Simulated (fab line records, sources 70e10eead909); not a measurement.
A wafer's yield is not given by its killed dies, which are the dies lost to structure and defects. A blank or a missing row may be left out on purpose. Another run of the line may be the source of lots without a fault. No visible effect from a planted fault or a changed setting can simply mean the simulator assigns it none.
Comparing a struck lot with a sound one :: flow nand harc :: 15 steps out of a route of 1159
Sound: wafers L963.1, L963.3, L963.5. Wafers struck: L959.2, L959.3, L959.4. The cause comes at the end.
Each step with rows lists, per side, the tool, then ch with its chambers, then its first start. Under that, the readings that differ: sound wafers :: struck wafers :: difference of the means :: sigmas: that difference in standard deviations of wafers without a fault.
alike: words and numbers the same on both sides, and readings whose means are apart by under 2 such deviations; not compared: readings that were withheld, readings missing a value for some wafer, numbers with overlapping values and no deviation given by the record, and bounds like >300 which may hide the same value.
A row with sigmas, a row that says differs or no value, or rows on one side alone: a step with any of these is where the two part. When numbers do not overlap yet have no deviation, they are printed without sigmas and do not part them. A reading missing from all wafers of one side parts the sides only when that side holds two or more wafers.

NHARC_THIN_TSV_DEP_43: deposits SiO2, target thk 1328.5 nm.
  sound on pecvd-03 ch 0,1, day 22 20:41; struck on pecvd-01 ch 0,1,2, day 21 07:19
  alike: showerhead vpp V, throttle valve pct
  not compared: since wet clean h
then, 8 steps without rows for these wafers: NHARC_THIN_TSV_DEHYDRATE_04 (time 120 s); NHARC_THIN_TSV_HMDS_05 (time 30 s); NHARC_THIN_TSV_COAT_06; NHARC_THIN_TSV_SOFTBAKE_07 (time 95 s); NHARC_THIN_TSV_EBR_08; NHARC_THIN_TSV_EXPOSE_09 (exposes mask TSV); NHARC_THIN_TSV_PEB_10 (peb time 85 s); NHARC_THIN_TSV_DEVELOP_11 (time 70 s).
NHARC_THIN_TSV_CD_MEAS_12 targets a cd of 1000 nm.
  sound on cd sem-01 ch 0, day 22 21:31; struck on cd sem-02 ch 0, day 21 07:58
  alike: cd nm
then, 1 step without rows for these wafers: NHARC_THIN_TSV_HARDBAKE_13 (time 80 s).
NHARC_THIN_TSV_DESCUM_14: chemistry O2, time 3 s.
  sound on rie diel-11 ch 1,2, day 22 21:41; struck on rie diel-02 ch 1,2,3, day 21 08:08
  alike: drypump motor current A, oes product au, rf vpp V, showerhead plenum p Torr, throttle valve pct
  not compared: rf hours counter h
NHARC_THIN_TSV_ETCH_44: etches the open film in CF4/O2, target depth 1594.2 nm, time 797.1 s.
  sound on rie diel-11 ch 2,3, day 22 21:47; struck on rie diel-02 ch 0,1,2, day 21 08:13
reading: oes product au (a.u.)
sound: 0.958 0.997 1.006
struck: 0.934 0.900 0.926
difference: -0.067
sigmas: -4

reading: rf fwd power W (W)
sound: 301.6 300.1 300.3
struck: 263.9 263.0 264.4
difference: -36.9
sigmas: -42
  alike: drypump motor current A, rf vpp V, showerhead plenum p Torr, throttle valve pct
  not compared: rf hours counter h
NHARC_THIN_TSV_ETCH_15: target depth 3000 nm, bosch target overetch cycles 2, bosch etch step 2.8 s.
  sound on rie si-01 ch 0,1,3, day 22 22:29; struck on rie si-04 ch 0,2,3, day 21 08:47
  alike: drypump motor current A
  not compared: rf hours counter h
NHARC_END_SORT_01:
  at this point the record logs the struck wafers (prober-01 ch 0, day 21 23:32) and has no rows for the sound ones

== WHERE THEY PART ==
Last at NHARC_END_SORT_01 as far as this record goes, first at NHARC_THIN_TSV_ETCH_44.

WHY: the cause the simulator had injected
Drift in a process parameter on rie diel-02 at NHARC_THIN_TSV_ETCH_44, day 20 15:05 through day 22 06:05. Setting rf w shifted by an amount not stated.
